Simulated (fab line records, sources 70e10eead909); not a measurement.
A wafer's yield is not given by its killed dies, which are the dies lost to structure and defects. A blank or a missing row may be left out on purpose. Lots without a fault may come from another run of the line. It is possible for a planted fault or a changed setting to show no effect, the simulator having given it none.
Chamber matching | flow nand-harc | NHARC_A_STAIRCASE_DESCUM_270 on rie-diel-04 has 4 sister chambers
The step chemistry O2, time 3 s. 4 wafers are shown with their chamber, then 8 later ones without.

== WAFERS PAIRED WITH THEIR CHAMBERS ==
wafer  | chamber | drypump-motor-current-A (A)
L750.2 | 3       | 6.08
L751.3 | 2       | 6.13
L751.5 | 1       | 5.91
L753.1 | 0       | 5.67

== WAFERS WHOSE CHAMBER IS MISSING ==
wafer  | drypump-motor-current-A (A)
L753.2 | 6.12
L753.5 | 5.94
L754.3 | 5.67
L754.4 | 6.08
L754.6 | 6.11
L755.4 | 5.94
L755.5 | 6.13
L755.6 | 5.98

== WHICH CHAMBER EACH WENT THROUGH ==
wafer  | from the rows above     | in truth
L753.2 | can't be placed: 2 or 3 | 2
L753.5 | 1                       | 1
L754.3 | 0                       | 0
L754.4 | can't be placed: 3 or 2 | 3
L754.6 | can't be placed: 2 or 3 | 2
L755.4 | 1                       | 1
L755.5 | can't be placed: 2 or 3 | 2
L755.6 | can't be placed: 1 or 3 | 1
Correctly placed: 3 of 8. These rows do not allow placing 5 (true chamber among the candidates in 5). Number placed wrongly: 0.
How it was worked out, from the rows above alone: a wafer's distance from a chamber is the root of the sum, over the readings, of the square of ((its reading less the chamber's mean) divided by the reading's scatter). If the next closest chamber is less than 2 further off than the closest, the wafer can't be placed; otherwise it belongs to the closest. Each chamber's mean is taken over the wafers shown for it. The scatter: root of mean squared gap, hidden wafer to nearest shown wafer, with one shown wafer a chamber.
